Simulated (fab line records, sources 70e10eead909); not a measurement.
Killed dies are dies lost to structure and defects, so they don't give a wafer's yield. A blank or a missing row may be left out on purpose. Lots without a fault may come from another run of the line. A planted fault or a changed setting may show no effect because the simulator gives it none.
Which tool did it? | flow nand_harc | 12 lots, 36 wafers sampled, at 7 steps of a route of 1302

WHAT THE GAUGES READ, wafer by wafer
NHARC_A_CONTACT_CD_MEAS_08: target cd 200 nm.
lot  | measured     | on        | cd_nm (nm)
L823 | day 22 18:02 | cd_sem-03 | 199.8 200.6 199.7
L826 | day 23 13:23 | cd_sem-03 | 200.3 199.8 199.9
L825 | day 23 15:58 | cd_sem-01 | 200.4 199.9 199.9
L827 | day 24 06:22 | cd_sem-02 | 200.2 200.4 200.5
L829 | day 25 10:26 | cd_sem-03 | 199.0 199.1 199.1
L836 | day 28 05:06 | cd_sem-01 | 199.4 198.7 199.7
L838 | day 28 12:40 | cd_sem-02 | 199.6 199.5 199.3
L843 | day 30 06:36 | cd_sem-02 | 200.0 200.1 200.2
L842 | day 30 07:58 | cd_sem-02 | 199.9 200.3 200.0
L844 | day 31 06:20 | cd_sem-01 | 200.3 201.0 200.3
L845 | day 31 14:22 | cd_sem-02 | 199.2 199.4 198.9
L846 | day 31 16:14 | cd_sem-03 | 200.0 200.1 200.1

NHARC_A_CONTACT_INSPECT_23.
lot  | measured     | on                | raw_defect_count
L823 | day 23 00:04 | defect_inspect-01 | 434 448 431
L826 | day 23 19:23 | defect_inspect-01 | 474 840 693
L825 | day 23 21:47 | defect_inspect-01 | 898 533 462
L827 | day 24 12:11 | defect_inspect-01 | 541 410 546
L829 | day 25 16:21 | defect_inspect-01 | 1046 815 629
L836 | day 28 12:08 | defect_inspect-01 | 929 1161 805
L838 | day 28 18:44 | defect_inspect-01 | 975 874 958
L843 | day 30 12:25 | defect_inspect-01 | 488 380 408
L842 | day 30 13:53 | defect_inspect-01 | 588 570 551
L844 | day 31 13:06 | defect_inspect-02 | 360 481 400
L845 | day 31 20:38 | defect_inspect-01 | 637 481 497
L846 | day 31 22:03 | defect_inspect-01 | 877 419 745

NHARC_A_BLC_INSPECT_12.
lot  | measured     | on                | raw_defect_count
L823 | day 23 00:43 | defect_inspect-02 | 92 92 87
L826 | day 23 19:53 | defect_inspect-01 | 70 80 65
L825 | day 23 22:25 | defect_inspect-02 | 152 162 170
L827 | day 24 12:41 | defect_inspect-02 | 65 85 77
L829 | day 25 16:51 | defect_inspect-01 | 67 80 68
L836 | day 28 12:47 | defect_inspect-01 | 523 539 487
L838 | day 28 19:14 | defect_inspect-01 | 535 499 539
L843 | day 30 13:03 | defect_inspect-02 | 75 75 63
L842 | day 30 14:23 | defect_inspect-02 | 135 130 123
L844 | day 31 13:36 | defect_inspect-01 | 78 89 82
L845 | day 31 21:16 | defect_inspect-01 | 100 74 100
L846 | day 31 22:41 | defect_inspect-02 | 92 64 88

NHARC_END_SORT_01.
lot  | measured     | on        | killed_at_array | killed_at_other | killed_at_periphery | killed_dies | killed_open | killed_short
L836 | day 30 08:51 | prober-01 | 338 347 325     | 0 0 1           | 2 2 1               | 340 349 327 | 7 2 2       | 3 3 0
L838 | day 30 13:58 | prober-02 | 359 325 341     | 0 0 0           | 0 0 2               | 359 325 343 | 1 2 2       | 1 1 1

WHICH TOOL RAN EACH LOT (tool, then ch and the chambers of the sampled wafers, then the start)
lot  | NHARC_A_CONTACT_ETCH_135             | NHARC_A_CONTACT_ETCH_137             | NHARC_A_CONTACT_CMP_20
L823 | har_cap_etch-03 ch 0,1, day 22 19:38 | har_cap_etch-03 ch 0,1, day 22 20:10 | cmp-04 ch 0,1,3, day 22 23:43
L826 | har_cap_etch-03 ch 1, day 23 14:58   | har_cap_etch-03 ch 1, day 23 15:31   | cmp-02 ch 2,3, day 23 18:58
L825 | har_cap_etch-02 ch 0,1, day 23 17:31 | har_cap_etch-02 ch 0,1, day 23 18:04 | cmp-02 ch 0,1,2, day 23 21:26
L827 | har_cap_etch-02 ch 0,1, day 24 07:56 | har_cap_etch-02 ch 0,1, day 24 08:28 | cmp-02 ch 0,2,3, day 24 11:47
L829 | har_cap_etch-01 ch 0,1, day 25 11:57 | har_cap_etch-01 ch 0,1, day 25 12:30 | cmp-02 ch 1,2,3, day 25 15:57
L836 | har_cap_etch-03 ch 0,1, day 28 07:42 | har_cap_etch-03 ch 0,1, day 28 08:15 | cmp-03 ch 0,1, day 28 11:44
L838 | har_cap_etch-02 ch 0,1, day 28 14:17 | har_cap_etch-02 ch 0,1, day 28 14:49 | cmp-03 ch 1,2, day 28 18:20
L843 | har_cap_etch-01 ch 0,1, day 30 08:07 | har_cap_etch-01 ch 0,1, day 30 08:40 | cmp-02 ch 0,1,3, day 30 12:02
L842 | har_cap_etch-02 ch 0,1, day 30 09:29 | har_cap_etch-02 ch 0,1, day 30 10:02 | cmp-02 ch 0,1,3, day 30 13:28
L844 | har_cap_etch-02 ch 0,1, day 31 08:05 | har_cap_etch-02 ch 0,1, day 31 08:37 | cmp-02 ch 0,2,3, day 31 12:43
L845 | har_cap_etch-03 ch 0, day 31 15:55   | har_cap_etch-03 ch 0, day 31 16:28   | cmp-03 ch 0,1,2, day 31 20:17
L846 | har_cap_etch-03 ch 0,1, day 31 17:47 | har_cap_etch-03 ch 0,1, day 31 18:20 | cmp-04 ch 0,1,2, day 31 21:38
- NHARC_A_CONTACT_ETCH_135: etches the open film in C4F8/O2/Ar, time 311 s, target depth 1912 nm.
- NHARC_A_CONTACT_ETCH_137: etches the open film in C4F8/O2/Ar, time 311 s, target depth 1912 nm.
- NHARC_A_CONTACT_CMP_20: polishes, t overpolish 30 s, target thk 300 nm.

WHAT THE TOOLS THEMSELVES READ (means of the sampled wafers that have a number; where no wafer has one, the mark that the record gives instead)
NHARC_A_CONTACT_CMP_20.
lot  | tool   | motor_current_A (A) | overpolish_run_s (s) | time_to_endpoint_s (s)
L823 | cmp-04 | 12.7                | 29.995               | 63.5
L826 | cmp-02 | 12.2                | 30.000               | 62.4
L825 | cmp-02 | 12.3                | 29.998               | 60.0
L827 | cmp-02 | 12.2                | 29.991               | 60.3
L829 | cmp-02 | 12.6                | 29.992               | 57.8
L836 | cmp-03 | 12.8                | 29.997               | 61.8
L838 | cmp-03 | 12.2                | 30.007               | 55.2
L843 | cmp-02 | 12.7                | 29.998               | 59.9
L842 | cmp-02 | 12.5                | 30.003               | 61.1
L844 | cmp-02 | 12.2                | 30.008               | 61.2
L845 | cmp-03 | 12.3                | 30.009               | 63.7
L846 | cmp-04 | 12.7                | 29.998               | 60.7

THE ANSWER, worked out from the rows above alone
Rule: what is usual is taken from the lots themselves. Put in order of their means at a reading, lots are off if they are a third of the lots or fewer, leave a main group of 4 or more, and stand apart from it by a gap of 3 or more times the standard deviation of the main group's means; of several such gaps the widest counts. A main group whose means are all the same, to the digits that the tables above print for the reading, isn't used. A lot without any number at a reading at which 4 lots or more have one is off too. The other lots that the step has rows for count as sound. The gauges are gone through in route order, then the tools' own readings, and for those a lot's mean is taken as printed above. The first step at which some lot is off is used, and at that step the reading that is off furthest; a lot without a number counts as furthest.
Off: L836, L838, at NHARC_A_BLC_INSPECT_12 (raw_defect_count). The main group: mean 93, standard deviation 28.
A tool fits if, at a process step before that reading, it ran every lot that is off, and no sound lot after the first of them. The gauges at NHARC_A_BLC_INSPECT_12 are tried like those tools. None of those tried fits.

WHAT THE SIMULATOR HAD PUT IN
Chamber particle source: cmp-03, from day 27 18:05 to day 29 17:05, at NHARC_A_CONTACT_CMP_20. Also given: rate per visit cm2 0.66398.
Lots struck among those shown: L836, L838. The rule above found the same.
